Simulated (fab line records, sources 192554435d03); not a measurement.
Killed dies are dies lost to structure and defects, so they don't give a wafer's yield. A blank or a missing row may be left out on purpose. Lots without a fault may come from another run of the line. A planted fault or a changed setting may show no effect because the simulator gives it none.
Split-lot experiment | flow n5_finfet | 7 lots, 21 wafers read, on a route of 1938 steps

THE SPLIT
At N5_BEOL_M2_COAT_22 (resist thk 30 nm), the setting spin_rpm was moved away from the recipe's 1500 rpm on 3 of the 21 wafers read, by +5.1% to +5.3%. The other wafers ran this setting at the recipe's value.

FROM THE SPLIT TO THE READING: what the file shows between them, 6 steps
- N5_BEOL_M2_EBR_24
- N5_BEOL_M2_SOFTBAKE_23: time 60 s
- N5_BEOL_M2_EXPOSE_25: exposes mask V1, defocus 5 nm
- N5_BEOL_M2_PEB_26: peb time 60 s
- N5_BEOL_M2_DEVELOP_27: develop time 30 s
- N5_BEOL_M2_DESCUM_33: chemistry O2, time 7 s

THE READING
CAR-EUV_of_BEOL_M2_COAT_22.thk_nm (the simulator's own value, which no gauge read), in nm, at N5_BEOL_M2_ETCH_77 (etches underlayer in N2/H2, target depth 6.5 nm, time 5.2 s). The file gives no usual value for it. The 18 wafers here that ran the recipe average 20.3 nm, standard deviation 0.14 nm.

wafer  | tool, chamber at the split | spin_rpm as run, rpm | against the recipe | CAR-EUV_of_BEOL_M2_COAT_22.thk_nm, nm | against lot-mates on the recipe
L074.1 | litho_track-03, 0          | 1500                 | recipe             | 20.2                                  | -
L074.2 | litho_track-03, 0          | 1500                 | recipe             | 20.2                                  | -
L074.5 | litho_track-03, 0          | 1500                 | recipe             | 20.2                                  | -
L079.1 | litho_track-04, 0          | 1500                 | recipe             | 20.6                                  | -
L079.2 | litho_track-04, 0          | 1500                 | recipe             | 20.4                                  | -
L079.5 | litho_track-04, 0          | 1500                 | recipe             | 20.4                                  | -
L081.2 | litho_track-03, 0          | 1500                 | recipe             | 20.4                                  | -
L081.4 | litho_track-03, 0          | 1500                 | recipe             | 20.4                                  | -
L081.5 | litho_track-03, 0          | 1500                 | recipe             | 20.2                                  | -
L083.4 | litho_track-04, 0          | 1500                 | recipe             | 20.4                                  | -
L083.5 | litho_track-04, 0          | 1580                 | +5.3%              | 19.6                                  | -0.8
L083.6 | litho_track-04, 0          | 1580                 | +5.3%              | 19.6                                  | -0.8
L092.1 | litho_track-04, 0          | 1500                 | recipe             | 20.2                                  | -
L092.4 | litho_track-04, 0          | 1576                 | +5.1%              | 19.6                                  | -0.5
L092.6 | litho_track-04, 0          | 1500                 | recipe             | 20                                    | -
L094.2 | litho_track-01, 0          | 1500                 | recipe             | 20.4                                  | -
L094.3 | litho_track-01, 0          | 1500                 | recipe             | 20.4                                  | -
L094.4 | litho_track-01, 0          | 1500                 | recipe             | 20.4                                  | -
L095.1 | litho_track-04, 0          | 1500                 | recipe             | 20.4                                  | -
L095.2 | litho_track-04, 0          | 1500                 | recipe             | 20.2                                  | -
L095.6 | litho_track-04, 0          | 1500                 | recipe             | 20.2                                  | -

THE FIT
A straight line over all 21 wafers: CAR-EUV_of_BEOL_M2_COAT_22.thk_nm changes by -0.136 nm for each +1% of spin_rpm; r = -0.89; the points scatter about the line by 0.13 nm.
The same after taking each lot's own level away (the mean of its wafers on the recipe; 21 wafers): -0.134 nm for each +1%; r = -0.95; scatter 0.088 nm.
On that fit, the largest move of spin_rpm shifts the reading by 0.72 nm.
The lots' own levels span 20.10 to 20.47 nm, that is 2.7 times the standard deviation above.
So the lot-to-lot level changes the slope little: the two slopes agree.
Check: with one of the wafers moved furthest among these (+5.3%) left out of the fit, the line predicts -0.67 nm for it against its lot-mates. It came out at -0.8 nm against them.

OTHER SPLITS ON THESE WAFERS
These wafers also went through other splits before the reading. Each is held against what the fit with the lots' levels taken away leaves over:
other split on the same wafers          | wafers away from the commonest value | r with CAR-EUV_of_BEOL_M2_COAT_22.thk_nm (lot level and that fit taken away)
N5_MOL_CONTACT_COAG_COAT_76 spin_rpm    | 10                                   | -0.16
N5_BEOL_M0_SAQP_ETCH_106 target_depth_a | 9                                    | +0.40
N5_BEOL_M0_CUTY_EXPOSE_54 dose_mj       | 7                                    | -0.06
N5_BEOL_M0_CUTY_DESCUM_61 time_s        | 7                                    | -0.16
N5_BEOL_M1_ETCH_64 source_w             | 6                                    | +0.04
N5_BEOL_M1_COAT_76 spin_rpm             | 6                                    | +0.27

THE WHOLE CHAIN: every reading that the file lists as answering this split, in the file's order
step                  | what it does                                                | reading                                                                            | change (the file's fit)               | r (the file's)
N5_BEOL_M2_COAT_22    | resist thk 30 nm                                            | CAR-EUV_of_BEOL_M2_COAT_22.thk_nm (the simulator's own value, which no gauge read) | -0.135 nm for each +1% of the setting | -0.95
N5_BEOL_M2_DEVELOP_27 | develop time 30 s                                           | CAR-EUV_of_BEOL_M2_COAT_22.thk_nm (the simulator's own value, which no gauge read) | -0.116 nm for each +1% of the setting | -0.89
N5_BEOL_M2_ETCH_77    | etches underlayer in N2/H2, target depth 6.5 nm, time 5.2 s | CAR-EUV_of_BEOL_M2_COAT_22.thk_nm (the simulator's own value, which no gauge read) | -0.126 nm for each +1% of the setting | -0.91

THE FILE'S OWN FIT
CAR-EUV_of_BEOL_M2_COAT_22.thk_nm changes by -0.126 nm for each +1% of spin_rpm, r = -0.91.
